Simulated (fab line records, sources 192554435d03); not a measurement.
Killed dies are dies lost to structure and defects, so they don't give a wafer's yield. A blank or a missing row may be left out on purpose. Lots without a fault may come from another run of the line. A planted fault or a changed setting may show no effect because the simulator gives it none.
fab line records | flow n5_finfet
record lots=7 wafers=21
route steps=1938 shown FIN_SAQP@109 FIN_CUT@157 DUMMY_GATE@224 SD_EPI_N@262 SDB@350 GATE_CUT@480
start_h: hours from the record's first day to the start of the lot's first wafer shown | wait_h: hours since the lot's step before | " the same as in the row above | L1.1+2: a row that stands for several wafers | - no value, or no start given | * or withheld: withheld | < > ~ a bound
route shown NAME@n: a module of which the file shows steps, and the number in the route of the first | usual: mean/standard deviation of fault-free wafers | same: alike in all rows | chamber/n: place in a boat | sites: the reading at each site | _std_site: their standard deviation | _edge_site: outer sites' mean less inner sites' | radius_mm: how far each site lies from the wafer's centre | mask NAME#n: copy n | behind: the tool/chamber that last shaped the wafer | hold: why the lot was held/for how many hours/how that ended | device: the transistor (n, p or np) that didn't switch | end of line: the same wafers' tests at the end of the route | a step without rows: its recipe alone | killed: dies lost to structure and defects at the first sort, not the wafer's yield | map: a wafer's dies, x killed, . not, _ none there
set.NAME: the setting as run; set.NAME@STEP: as run at that earlier step | model.NAME: the simulator's own value behind a step, which no gauge read
lots whose settings were changed on purpose; a table a step, a row a wafer
## steps
# step N5_FIN_SAQP_PEB_14
# recipe peb_temp_c=withheld peb_time_s=60 resist=CAR-ArF
# columns lot.wafer tool chamber start_h wait_h set.peb_time_s
L075.1+5 litho_track-03 0 29.80 0.1 70.59
L075.2 " 0 " " 60
L081.1+2 litho_track-01 0 63.88 0.1 51.07
L081.5 " 0 " " 60
L084.1+3+6 litho_track-01 0 81.33 0.1 60
L089.3+5 litho_track-01 0 112.78 0.0 60
L089.6 " 0 " " 65.39
L092.3+4+5 litho_track-04 0 129.31 0.0 60
L094.1+3+6 litho_track-03 0 141.67 0.1 47.32
L096.1+3+6 litho_track-01 0 153.98 0.1 60
# step N5_FIN_SAQP_DEVELOP_15
# recipe develop_time_s=30 developer=TMAH resist=CAR-ArF dev_temp_c=23 rinse_liquid=diw dry=air_spin
# columns lot.wafer tool chamber start_h wait_h set.develop_time_s
L075.1+2 litho_track-03 0 - - 30
L075.5 " 0 " " 33.47
L081.1+2 litho_track-01 0 - - 30
L081.5 " 0 " " 36.11
L084.1+3+6 litho_track-01 0 - - 30
L089.3+5 litho_track-01 0 - - 30
L089.6 " 0 " " 35.75
L092.3+5 litho_track-04 0 - - 30
L092.4 " 0 " " 28.06
L094.1+3 litho_track-03 0 - - 30
L094.6 " 0 " " 25.41
L096.1+3+6 litho_track-01 0 - - 30
# step N5_FIN_SAQP_CD_MEAS_16
# recipe target_cd_nm=35.6 landing_energy_ev=500 detector=se_inlens
# usual cd_nm=35.7/0.34
# columns lot.wafer tool chamber start_h wait_h set.peb_time_s@FIN_SAQP_PEB_14 cd_nm
L075.1 cd_sem-01 0 29.87 - 70.59 34.1
L075.2 " 0 " " 60 36.3
L075.5 " 0 " " 70.59 33.4
L081.1 cd_sem-03 0 63.95 - 51.07 38.0
L081.2 " 0 " " 51.07 37.4
L081.5 " 0 " " 60 34.7
L084.1 cd_sem-02 0 81.40 - 60 35.9
L084.3 " 0 " " 60 35.6
L084.6 " 0 " " 60 35.6
L089.3 cd_sem-01 0 112.85 - 60 35.9
L089.5 " 0 " " 60 35.8
L089.6 " 0 " " 65.39 33.5
L092.3 cd_sem-01 0 129.38 - 60 36.1
L092.4 " 0 " " 60 35.3
L092.5 " 0 " " 60 36.3
L094.1 cd_sem-01 0 141.74 - 47.32 39.8
L094.3 " 0 " " 47.32 38.9
L094.6 " 0 " " 47.32 39.5
L096.1 cd_sem-01 0 154.05 - 60 35.7
L096.3 " 0 " " 60 35.7
L096.6 " 0 " " 60 35.5
# step N5_FIN_SAQP_FIN_ETCH_36
# recipe chemistry=HBr/Cl2/O2 target_depth_a=1200 mask_material=SiNx time_s=50.4 bias_w=102 pressure_mtorr=10 icp_w=800 HBr_flow_sccm=150 Cl2_flow_sccm=80 O2_flow_sccm=12
# columns lot.wafer tool chamber start_h wait_h set.icp_w model.FIN_SAQP.feature_depth_nm model.etch.depth_nm
L075.1 rie_si-05 2 34.26 0.0 659.4 107 107
L075.2 " 0 " " 659.4 108.2 108.2
L075.5 " 3 " " 800 119.2 119.1
L081.1 rie_si-02 0 68.74 0.0 800 120.8 120.7
L081.2 " 2 " " 718.8 109.6 109.7
L081.5 " 0 " " 718.8 115.4 115.4
L084.1 rie_si-02 0 85.82 0.0 800 119.6 119.7
L084.3 " 3 " " 800 118.6 118.6
L084.6 " 1 " " 800 114.6 114.7
L089.3 rie_si-02 0 117.50 0.0 800 118.8 118.8
L089.5 " 1 " " 800 114.6 114.5
L089.6 " 0 " " 800 117.8 117.9
L092.3 rie_si-02 3 134.84 0.0 800 119.8 119.9
L092.4 " 2 " " 800 116.4 116.4
L092.5 " 0 " " 800 118.6 118.6
L094.1 rie_si-05 2 146.54 0.0 670.9 106.2 106.2
L094.3 " 1 " " 670.9 109.4 109.4
L094.6 " 2 " " 800 115.2 115.1
L096.1 rie_si-05 0 159.03 0.0 872 124.2 124.1
L096.3 " 2 " " 800 116 115.9
L096.6 " 3 " " 800 117.8 117.8
# step N5_FIN_SAQP_PRECLEAN_38
# recipe chemistry=O3/DIW time_s=45 temp_c=22 o3_ppm=10
# step N5_FIN_SAQP_PRECLEAN_45
# recipe chemistry=dHF time_s=10 dilution=500:1 temp_c=25
# step N5_FIN_SAQP_SRD_39
# recipe dry=ipa_marangoni time_s=30 temp_c=23 rinse_liquid=diw
# step N5_FIN_SAQP_OCD_MEAS_76
# usual trench_depth_nm=119/3.2
# columns lot.wafer tool chamber start_h wait_h set.icp_w@FIN_SAQP_FIN_ETCH_36 trench_depth_nm
L075.1 ocd-02 - 34.48 0.0 659.4 107
L075.2 " - " " 659.4 108
L075.5 " - " " 800 119
L081.1 ocd-01 - 68.96 0.0 800 121
L081.2 " - " " 718.8 109
L081.5 " - " " 718.8 115
L084.1 ocd-02 - 86.04 0.0 800 120
L084.3 " - " " 800 118
L084.6 " - " " 800 115
L089.3 ocd-01 - 117.73 0.0 800 119
L089.5 " - " " 800 114
L089.6 " - " " 800 118
L092.3 ocd-02 - 135.07 0.0 800 121
L092.4 " - " " 800 116
L092.5 " - " " 800 119
L094.1 ocd-01 - 146.77 0.0 670.9 106
L094.3 " - " " 670.9 109
L094.6 " - " " 800 115
L096.1 ocd-01 - 159.25 0.0 872 124
L096.3 " - " " 800 116
L096.6 " - " " 800 118
# step N5_FIN_CUT_COAT_02
# recipe resist=CAR-EUV spin_rpm=1500 resist_thk_nm=30
# columns lot.wafer tool chamber start_h wait_h set.spin_rpm model.CAR-EUV_of_FIN_CUT_COAT_02.thk_nm
L075.1+2+5 litho_track-05 0 - - 1580 29.2
L081.1+2+5 litho_track-02 0 - - 1500 30
L084.1+3+6 litho_track-02 0 - - 1500 30
L089.3+5+6 litho_track-02 0 - - 1342 31.8
L092.3+5 litho_track-02 0 - - 1500 30
L092.4 " 0 " " 1366 31.4
L094.1 litho_track-03 0 - - 1409 31
L094.3 " 0 " " 1500 30
L094.6 " 0 " " 1409 30.8
L096.1+6 litho_track-03 0 - - 1500 30
L096.3 " 0 " " 1418 30.8
# step N5_FIN_CUT_EBR_04
# recipe solvent=PGMEA ebr_width_mm=1.5
# step N5_FIN_CUT_SOFTBAKE_03
# recipe temp_c=110 time_s=60 resist=CAR-EUV
# step N5_FIN_CUT_DESCUM_13
# recipe chemistry=O2 time_s=7 source_power_w=50 bias_power_w=20 pressure_mtorr=20 rf_frequency_hz=2.712e+07 temp_c=40 resist=CAR-EUV o2_flow_sccm=225
# columns lot.wafer tool chamber start_h wait_h set.spin_rpm@FIN_CUT_COAT_02 model.CAR-EUV_of_FIN_CUT_COAT_02.thk_nm
L075.1+2+5 rie_diel-06 2,3,0 35.02 0.1 1580 25.2
L081.1 rie_diel-02 0 69.54 0.0 1500 26.2
L081.2+5 " 2,0 " " 1500 26
L084.1+3+6 rie_diel-02 3,0,3 86.50 0.0 1500 26
L089.3+5+6 rie_diel-02 3,1,0 118.44 0.0 1342 27.8
L092.3 rie_diel-05 2 135.71 0.1 1500 26.2
L092.4 " 1 " " 1366 27.4
L092.5 " 0 " " 1500 26
L094.1+6 rie_diel-05 1,3 147.83 0.5 1409 27
L094.3 " 3 " " 1500 26.2
L096.1+6 rie_diel-05 3,2 159.73 0.0 1500 26.2
L096.3 " 2 " " 1418 26.8
# step N5_DUMMY_GATE_COAT_28
# recipe resist=underlayer temp_c=205 time_s=60 spin_rpm=1500 resist_thk_nm=10
# columns lot.wafer tool chamber start_h wait_h set.spin_rpm model.underlayer_of_DUMMY_GATE_COAT_28.thk_nm
L075.1+2+5 litho_track-01 0 - - 1500 10
L081.1 litho_track-04 0 - - 1500 10
L081.2+5 " 0 " " 1570 9.8
L084.1+3+6 litho_track-02 0 - - 1500 10
L089.3+5+6 litho_track-04 0 - - 1500 10
L092.3+4+5 litho_track-02 0 - - 1500 10
L094.1+6 litho_track-01 0 - - 1580 9.8
L094.3 " 0 " " 1500 10
L096.1+6 litho_track-04 0 - - 1624 9.6
L096.3 " 0 " " 1500 10
# step N5_SD_EPI_N_COAT_32
# recipe resist=SOC temp_c=250 time_s=60 spin_rpm=1500 resist_thk_nm=350
# columns lot.wafer tool chamber start_h wait_h set.spin_rpm model.SOC_of_SD_EPI_N_COAT_32.thk_nm
L075.1+5 litho_track-03 0 59.79 0.0 1500 350
L075.2 " 0 " " 1500 350.4
L081.1 litho_track-03 0 90.43 0.0 1545 346.4
L081.2 " 0 " " 1500 351.4
L081.5 " 0 " " 1545 347
L084.1 litho_track-05 0 111.69 0.0 1500 349.8
L084.3 " 0 " " 1500 349.2
L084.6 " 0 " " 1500 348.6
L089.3 litho_track-01 0 139.29 0.0 1500 350
L089.5 " 0 " " 1500 351
L089.6 " 0 " " 1500 350.8
L092.3 litho_track-05 0 155.80 0.0 1500 349.6
L092.4 " 0 " " 1500 349
L092.5 " 0 " " 1500 349.4
L094.1 litho_track-03 0 169.05 0.0 1350 366.8
L094.3 " 0 " " 1500 349
L094.6 " 0 " " 1500 347.2
L096.1 litho_track-05 0 180.42 0.0 1376 365.2
L096.3 " 0 " " 1376 364
L096.6 " 0 " " 1500 349.8
# step N5_SD_EPI_N_EXPOSE_06
# recipe mask_id=SD_N_BLK na=1.35 source_shape=conventional sigma_outer=0.8 polarization=unpolarized target_cd_nm=120 dose_mj=39.75
# columns lot.wafer tool chamber start_h wait_h mask set.dose_mj
L075.1+2 arfi_scanner-02 0 60.04 - SD_N_BLK#0 41.9
L075.5 " 0 " " SD_N_BLK#0 39.75
L081.1+2+5 arfi_scanner-01 0 90.55 - SD_N_BLK#0 39.75
L084.1+3+6 arfi_scanner-03 0 111.94 - SD_N_BLK#0 39.75
L089.3+6 arfi_scanner-01 0 139.42 - SD_N_BLK#0 39.75
L089.5 " 0 " " SD_N_BLK#0 37.09
L092.3+4+5 arfi_scanner-01 0 156.06 - SD_N_BLK#0 39.75
L094.1+3 arfi_scanner-03 0 169.17 - SD_N_BLK#0 39.75
L094.6 " 0 " " SD_N_BLK#0 36.79
L096.1+3+6 arfi_scanner-02 0 180.67 - SD_N_BLK#0 39.75
# step N5_SD_EPI_N_PEB_07
# recipe peb_temp_c=110 peb_time_s=60 resist=CAR-ArF-block
# step N5_SD_EPI_N_DEVELOP_08
# recipe develop_time_s=30 developer=TMAH resist=CAR-ArF-block dev_temp_c=23 rinse_liquid=diw dry=air_spin
# step N5_SD_EPI_N_CD_MEAS_09
# recipe target_cd_nm=120 landing_energy_ev=500 detector=se_inlens
# usual cd_nm=120.1/0.84
# columns lot.wafer tool chamber start_h wait_h set.dose_mj@SD_EPI_N_EXPOSE_06 cd_nm
L075.1 cd_sem-01 0 60.16 - 41.9 123.9
L075.2 " 0 " " 41.9 124.4
L075.5 " 0 " " 39.75 119.5
L081.1 cd_sem-01 0 90.67 - 39.75 120.5
L081.2 " 0 " " 39.75 119.4
L081.5 " 0 " " 39.75 119.8
L084.1 cd_sem-02 0 112.06 - 39.75 119.4
L084.3 " 0 " " 39.75 120.3
L084.6 " 0 " " 39.75 119.5
L089.3 cd_sem-01 0 139.53 - 39.75 120.2
L089.5 " 0 " " 37.09 115.7
L089.6 " 0 " " 39.75 120.7
L092.3 cd_sem-01 0 156.17 - 39.75 121.2
L092.4 " 0 " " 39.75 121.1
L092.5 " 0 " " 39.75 120.6
L094.1 cd_sem-03 0 169.30 - 39.75 119.9
L094.3 " 0 " " 39.75 120.8
L094.6 " 0 " " 36.79 115.3
L096.1 cd_sem-01 0 180.79 - 39.75 119.8
L096.3 " 0 " " 39.75 119.2
L096.6 " 0 " " 39.75 117.5
# step N5_SD_EPI_N_DESCUM_14
# recipe chemistry=O2 time_s=7.9 source_power_w=50 bias_power_w=20 pressure_mtorr=20 rf_frequency_hz=2.712e+07 temp_c=40 resist=CAR-ArF-block o2_flow_sccm=225
# columns lot.wafer tool chamber start_h wait_h set.dose_mj@SD_EPI_N_EXPOSE_06 model.SD_EPI_N.cd_nm
L075.1 rie_diel-03 2 60.26 0.0 41.9 124.4
L075.2 " 1 " " 41.9 124.2
L075.5 " 0 " " 39.75 119.6
L081.1 rie_diel-01 1 90.82 0.1 39.75 120.4
L081.2 " 0 " " 39.75 119
L081.5 " 1 " " 39.75 119.6
L084.1 rie_diel-04 2 112.22 0.1 39.75 119.2
L084.3 " 3 " " 39.75 120
L084.6 " 0 " " 39.75 119.6
L089.3 rie_diel-01 1 139.83 0.2 39.75 120
L089.5 " 3 " " 37.09 116
L089.6 " 0 " " 39.75 120.4
L092.3 rie_diel-04 0 156.26 0.0 39.75 121
L092.4 " 1 " " 39.75 120.8
L092.5 " 0 " " 39.75 120.4
L094.1 rie_diel-04 2 169.60 0.2 39.75 120.2
L094.3 " 3 " " 39.75 120.6
L094.6 " 0 " " 36.79 115.2
L096.1 rie_diel-01 3 180.88 0.0 39.75 120.2
L096.3 " 0 " " 39.75 118.8
L096.6 " 1 " " 39.75 117.8
# step N5_SD_EPI_N_ETCH_34
# recipe chemistry=CF4 target=SiARC target_depth_a=455 mask_material=CAR-ArF-block time_s=75.8 ion_energy_ev=80 pressure_mtorr=40 source_w=545 bias_w=36 Ar_flow_sccm=100 cf4_flow_sccm=100 ends=cleared
# columns lot.wafer tool chamber start_h wait_h set.dose_mj@SD_EPI_N_EXPOSE_06 model.SD_EPI_N.cd_nm
L075.1+2 rie_diel-03 2,1 60.29 0.0 41.9 124.2
L075.5 " 0 " " 39.75 120
L081.1 rie_diel-01 1 90.85 0.0 39.75 120.8
L081.2 " 0 " " 39.75 119
L081.5 " 1 " " 39.75 119.6
L084.1 rie_diel-04 2 112.25 0.0 39.75 119
L084.3 " 3 " " 39.75 120
L084.6 " 0 " " 39.75 119.6
L089.3 rie_diel-01 1 139.86 0.0 39.75 120.2
L089.5 " 3 " " 37.09 116.2
L089.6 " 0 " " 39.75 120.4
L092.3 rie_diel-04 0 156.29 0.0 39.75 120.8
L092.4 " 1 " " 39.75 120.6
L092.5 " 0 " " 39.75 120
L094.1 rie_diel-04 2 169.64 0.0 39.75 120
L094.3 " 3 " " 39.75 121
L094.6 " 0 " " 36.79 115
L096.1 rie_diel-01 3 180.91 0.0 39.75 120
L096.3 " 0 " " 39.75 119
L096.6 " 1 " " 39.75 118.2
# step N5_SD_EPI_N_ETCH_35
# recipe chemistry=N2/H2 target=SOC overetch_a=1080 mask_material=SiARC temp_c=40 ion_energy_ev=100 source_w=3000 bias_w=133 pressure_mtorr=20 time_s=486 n2_flow_sccm=200 h2_flow_sccm=200
# columns lot.wafer tool chamber start_h wait_h set.dose_mj@SD_EPI_N_EXPOSE_06 model.SD_EPI_N.cd_nm
L075.1 rie_diel-03 2 60.35 0.0 41.9 125.2
L075.2 " 1 " " 41.9 126.8
L075.5 " 0 " " 39.75 122
L081.1 rie_diel-01 1 90.91 0.0 39.75 121.6
L081.2 " 0 " " 39.75 119.2
L081.5 " 1 " " 39.75 120.8
L084.1 rie_diel-04 2 112.31 0.0 39.75 122
L084.3 " 3 " " 39.75 119.6
L084.6 " 0 " " 39.75 118.2
L089.3 rie_diel-01 1 139.92 0.0 39.75 120.2
L089.5 " 3 " " 37.09 116.4
L089.6 " 0 " " 39.75 120.8
L092.3 rie_diel-04 0 156.35 0.0 39.75 120.8
L092.4 " 1 " " 39.75 122
L092.5 " 0 " " 39.75 119.8
L094.1 rie_diel-04 2 169.69 0.0 39.75 121.4
L094.3 " 3 " " 39.75 120.6
L094.6 " 0 " " 36.79 114.2
L096.1 rie_diel-01 3 180.97 0.0 39.75 120.2
L096.3 " 0 " " 39.75 118.4
L096.6 " 1 " " 39.75 119.2
# step N5_SDB_COAT_05
# recipe resist=CAR-ArF spin_rpm=1500 resist_thk_nm=90
# columns lot.wafer tool chamber start_h wait_h set.spin_rpm model.CAR-ArF_of_SDB_COAT_05.thk_nm
L075.1 litho_track-03 0 - - 1500 89.8
L075.2+5 " 0 " " 1500 90
L081.1 litho_track-04 0 - - 1429 92
L081.2 " 0 " " 1429 91.8
L081.5 " 0 " " 1500 89.6
L084.1+6 litho_track-01 0 - - 1500 89.6
L084.3 " 0 " " 1500 89.2
L089.3 litho_track-04 0 - - 1587 87.2
L089.5 " 0 " " 1587 87
L089.6 " 0 " " 1500 89.6
L092.3 litho_track-04 0 - - 1500 89.8
L092.4 " 0 " " 1500 90.2
L092.5 " 0 " " 1500 90
L094.1+3 litho_track-04 0 - - 1500 89.8
L094.6 " 0 " " 1500 90
L096.1 litho_track-03 0 - - 1500 89.8
L096.3 " 0 " " 1399 93.2
L096.6 " 0 " " 1399 93.4
# step N5_GATE_CUT_COAT_27
# recipe resist=underlayer temp_c=205 time_s=60 spin_rpm=1500 resist_thk_nm=10
# columns lot.wafer tool chamber start_h wait_h set.spin_rpm model.underlayer_of_GATE_CUT_COAT_27.thk_nm
L075.1+2+5 litho_track-01 0 - - 1500 10
L081.1+2+5 litho_track-01 0 - - 1500 10
L084.1+3+6 litho_track-02 0 - - 1500 10
L089.3+5+6 litho_track-01 0 - - 1500 10
L092.3+4+5 litho_track-02 0 - - 1500 10
L094.1 litho_track-02 0 - - 1588 9.8
L094.3+6 " 0 " " 1500 10
L096.1 litho_track-01 0 - - 1500 10
L096.3+6 " 0 " " 1620 9.6
# step N5_GATE_CUT_EXPOSE_10
# recipe mask_id=GATE_CUT na=0.33 source_shape=annular sigma_inner=0.35 sigma_outer=0.8 polarization=unpolarized target_cd_nm=20 dose_mj=43.25
# columns lot.wafer tool chamber start_h wait_h mask set.dose_mj
L075.1 euv_scanner-02 0 96.59 - GATE_CUT#0 44.12
L075.2+5 " 0 " " GATE_CUT#0 43.25
L081.1+2 euv_scanner-02 0 124.33 - GATE_CUT#0 43.25
L081.5 " 0 " " GATE_CUT#0 41.29
L084.1+3+6 euv_scanner-01 0 146.78 - GATE_CUT#0 43.25
L089.3+5 euv_scanner-02 0 176.02 - GATE_CUT#0 46.06
L089.6 " 0 " " GATE_CUT#0 43.25
L092.3+4 euv_scanner-02 0 190.47 - GATE_CUT#0 43.25
L092.5 " 0 " " GATE_CUT#0 46.25
L094.1 euv_scanner-01 0 209.26 - GATE_CUT#0 43.25
L094.3+6 " 0 " " GATE_CUT#0 42.28
L096.1+6 euv_scanner-01 0 217.66 - GATE_CUT#0 43.25
L096.3 " 0 " " GATE_CUT#0 44.79
# step N5_GATE_CUT_PEB_11
# recipe peb_temp_c=100 peb_time_s=60 resist=CAR-EUV
# step N5_GATE_CUT_DEVELOP_12
# recipe develop_time_s=30 developer=TMAH resist=CAR-EUV rinse_liquid=surfactant_rinse dry=air_spin dev_temp_c=23
# step N5_GATE_CUT_CD_MEAS_13
# recipe target_cd_nm=20 landing_energy_ev=500 detector=se_inlens
# usual cd_nm=19.9/0.32
# columns lot.wafer tool chamber start_h wait_h set.dose_mj@GATE_CUT_EXPOSE_10 cd_nm
L075.1 cd_sem-01 0 96.72 - 44.12 20.6
L075.2 " 0 " " 43.25 19.8
L075.5 " 0 " " 43.25 20.0
L081.1 cd_sem-02 0 124.46 - 43.25 20.2
L081.2 " 0 " " 43.25 19.9
L081.5 " 0 " " 41.29 19.1
L084.1 cd_sem-02 0 146.91 - 43.25 19.9
L084.3 " 0 " " 43.25 20.1
L084.6 " 0 " " 43.25 20.0
L089.3 cd_sem-02 0 176.14 - 46.06 21.4
L089.5 " 0 " " 46.06 21.1
L089.6 " 0 " " 43.25 20.0
L092.3 cd_sem-01 0 190.59 - 43.25 20.1
L092.4 " 0 " " 43.25 20.1
L092.5 " 0 " " 46.25 21.3
L094.1 cd_sem-03 0 209.39 - 43.25 20.1
L094.3 " 0 " " 42.28 19.4
L094.6 " 0 " " 42.28 19.5
L096.1 cd_sem-03 0 217.79 - 43.25 20.3
L096.3 " 0 " " 44.79 20.8
L096.6 " 0 " " 43.25 20.0
# step N5_GATE_CUT_DESCUM_18
# recipe chemistry=O2 time_s=7 source_power_w=50 bias_power_w=20 pressure_mtorr=20 rf_frequency_hz=2.712e+07 temp_c=40 resist=CAR-EUV o2_flow_sccm=225
# step N5_GATE_CUT_ETCH_28
# recipe chemistry=N2/H2 target=underlayer target_depth_a=130 mask_material=CAR-EUV time_s=10.4 ion_energy_ev=200 pressure_mtorr=30 source_w=840 bias_w=150 n2_flow_sccm=200 h2_flow_sccm=200 ends=cleared
# columns lot.wafer tool chamber start_h wait_h set.spin_rpm@GATE_CUT_COAT_27 model.etch.depth_nm
L075.1 rie_diel-02 2 96.88 0.0 1500 9.973
L075.2 " 0 " " 1500 10.01
L075.5 " 2 " " 1500 10.02
L081.1 rie_diel-02 3 124.62 0.0 1500 10.03
L081.2+5 " 2 " " 1500 10.02
L084.1 rie_diel-02 0 147.07 0.0 1500 9.927
L084.3 " 3 " " 1500 9.918
L084.6 " 2 " " 1500 9.928
L089.3 rie_diel-06 3 176.37 0.0 1500 9.965
L089.5 " 2 " " 1500 9.993
L089.6 " 3 " " 1500 9.976
L092.3 rie_diel-06 1 190.75 0.0 1500 9.974
L092.4 " 2 " " 1500 9.961
L092.5 " 2 " " 1500 9.971
L094.1 rie_diel-05 1 209.55 0.0 1588 9.746
L094.3 " 0 " " 1500 10.03
L094.6 " 3 " " 1500 10.01
L096.1 rie_diel-06 1 217.95 0.0 1500 9.986
L096.3 " 2 " " 1620 9.628
L096.6 " 2 " " 1620 9.609
## key
split step=N5_FIN_SAQP_PEB_14 setting=peb_time_s stated=60 by=wafer
response step=N5_FIN_SAQP_CD_MEAS_16 reading=cd_nm change=-0.179 per=1% r=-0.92
split step=N5_FIN_SAQP_DEVELOP_15 setting=develop_time_s stated=30 by=wafer
response none clear
split step=N5_FIN_SAQP_FIN_ETCH_36 setting=icp_w stated=800 by=wafer
response step=N5_FIN_SAQP_FIN_ETCH_36 reading=model.FIN_SAQP.feature_depth_nm change=+0.628 per=1% r=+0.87
response step=N5_FIN_SAQP_FIN_ETCH_36 reading=model.etch.depth_nm change=+0.622 per=1% r=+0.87
response step=N5_FIN_SAQP_OCD_MEAS_76 reading=trench_depth_nm change=+0.63 per=1% r=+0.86
split step=N5_FIN_CUT_COAT_02 setting=spin_rpm stated=1500 by=wafer
response step=N5_FIN_CUT_COAT_02 reading=model.CAR-EUV_of_FIN_CUT_COAT_02.thk_nm change=-0.152 per=1% r=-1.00
response step=N5_FIN_CUT_DESCUM_13 reading=model.CAR-EUV_of_FIN_CUT_COAT_02.thk_nm change=-0.135 per=1% r=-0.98
split step=N5_DUMMY_GATE_COAT_28 setting=spin_rpm stated=1500 by=wafer
response step=N5_DUMMY_GATE_COAT_28 reading=model.underlayer_of_DUMMY_GATE_COAT_28.thk_nm change=-0.0448 per=1% r=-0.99
split step=N5_SD_EPI_N_COAT_32 setting=spin_rpm stated=1500 by=wafer
response step=N5_SD_EPI_N_COAT_32 reading=model.SOC_of_SD_EPI_N_COAT_32.thk_nm change=-1.82 per=1% r=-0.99
split step=N5_SD_EPI_N_EXPOSE_06 setting=dose_mj stated=39.75 by=wafer
response step=N5_SD_EPI_N_CD_MEAS_09 reading=cd_nm change=+0.734 per=1% r=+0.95
response step=N5_SD_EPI_N_DESCUM_14 reading=model.SD_EPI_N.cd_nm change=+0.712 per=1% r=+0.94
response step=N5_SD_EPI_N_ETCH_34 reading=model.SD_EPI_N.cd_nm change=+0.704 per=1% r=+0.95
response step=N5_SD_EPI_N_ETCH_35 reading=model.SD_EPI_N.cd_nm change=+0.77 per=1% r=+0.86
split step=N5_SDB_COAT_05 setting=spin_rpm stated=1500 by=wafer
response step=N5_SDB_COAT_05 reading=model.CAR-ArF_of_SDB_COAT_05.thk_nm change=-0.483 per=1% r=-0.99
split step=N5_GATE_CUT_COAT_27 setting=spin_rpm stated=1500 by=wafer
response step=N5_GATE_CUT_COAT_27 reading=model.underlayer_of_GATE_CUT_COAT_27.thk_nm change=-0.0444 per=1% r=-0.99
response step=N5_GATE_CUT_ETCH_28 reading=model.etch.depth_nm change=-0.0463 per=1% r=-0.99
split step=N5_GATE_CUT_EXPOSE_10 setting=dose_mj stated=43.25 by=wafer
response step=N5_GATE_CUT_CD_MEAS_13 reading=cd_nm change=+0.196 per=1% r=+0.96
